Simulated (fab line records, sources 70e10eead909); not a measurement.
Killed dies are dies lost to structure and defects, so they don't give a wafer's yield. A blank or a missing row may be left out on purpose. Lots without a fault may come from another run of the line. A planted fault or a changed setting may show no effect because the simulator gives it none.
Chamber matching | flow nand_harc | NHARC_A_CONTACT_ETCH_90 on rie_diel-11: 4 sister chambers
The step etches the open film in CH3F/O2, target depth 40 nm, time 85.7 s. 14 wafers are shown with their chamber, then 7 later ones without.

WAFERS WITH THEIR CHAMBER
wafer  | chamber | drypump_motor_current_A (A) | showerhead_plenum_p_Torr (Torr) | rf_vpp_V (V)
L080.3 | 0       | 5.3                         | 2.59                            | 246.7
L080.4 | 2       | 5.6                         | 2.34                            | 242.3
L080.6 | 3       | 6.3                         | 2.51                            | 245.5
L081.2 | 3       | 6.3                         | 2.51                            | 243.9
L081.4 | 2       | 5.5                         | 2.34                            | 243.4
L081.6 | 2       | 5.5                         | 2.34                            | 242.8
L085.2 | 3       | 6.3                         | 2.50                            | 244.8
L085.3 | 0       | 5.3                         | 2.59                            | 247.0
L085.5 | 2       | 5.5                         | 2.34                            | 243.6
L088.2 | 0       | 5.3                         | 2.58                            | 246.6
L088.3 | 2       | 5.6                         | 2.33                            | 242.0
L088.6 | 3       | 6.3                         | 2.50                            | 244.3
L089.2 | 1       | 6.4                         | 2.48                            | 246.4
L089.3 | 2       | 5.6                         | 2.33                            | 243.6

SIGNATURES (means of the wafers above)
reading                  | chamber 0 | chamber 1 | chamber 2 | chamber 3 | scatter within a chamber
drypump_motor_current_A  | 5.300     | 6.400     | 5.550     | 6.300     | 0.0387
showerhead_plenum_p_Torr | 2.5867    | 2.4800    | 2.3367    | 2.5050    | 0.00548
rf_vpp_V                 | 246.767   | 246.400   | 242.950   | 244.625   | 0.625
Rule: a wafer's distance from a chamber is the root of the sum, over the readings, of the square of ((its reading less the chamber's mean) divided by the reading's scatter). The wafer belongs to the nearest chamber; if the next one is less than 2 further off, it can't be placed. The scatter: the root of (the sum of the squares of (reading less its chamber's mean) over the shown wafers, divided by (wafers less chambers)).

WAFERS WITHOUT THEIR CHAMBER
wafer  | drypump_motor_current_A (A) | showerhead_plenum_p_Torr (Torr) | rf_vpp_V (V)
L089.4 | 6.3                         | 2.50                            | 244.1
L090.4 | 6.3                         | 2.49                            | 246.0
L090.5 | 5.6                         | 2.33                            | 241.6
L090.6 | 6.3                         | 2.49                            | 244.9
L095.1 | 6.3                         | 2.49                            | 245.7
L095.4 | 5.5                         | 2.32                            | 242.9
L095.5 | 6.3                         | 2.49                            | 244.3

WHICH CHAMBER EACH WENT THROUGH
wafer  | from the rows above     | in truth
L089.4 | 3                       | 3
L090.4 | can't be placed: 1 or 3 | 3
L090.5 | 2                       | 2
L090.6 | can't be placed: 3 or 1 | 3
L095.1 | can't be placed: 3 or 1 | 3
L095.4 | 2                       | 2
L095.5 | can't be placed: 3 or 1 | 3
Placed correctly: 3 of 7. Can't be placed from these rows: 4 (the true chamber is among the candidates in 4). Placed wrongly: 0.
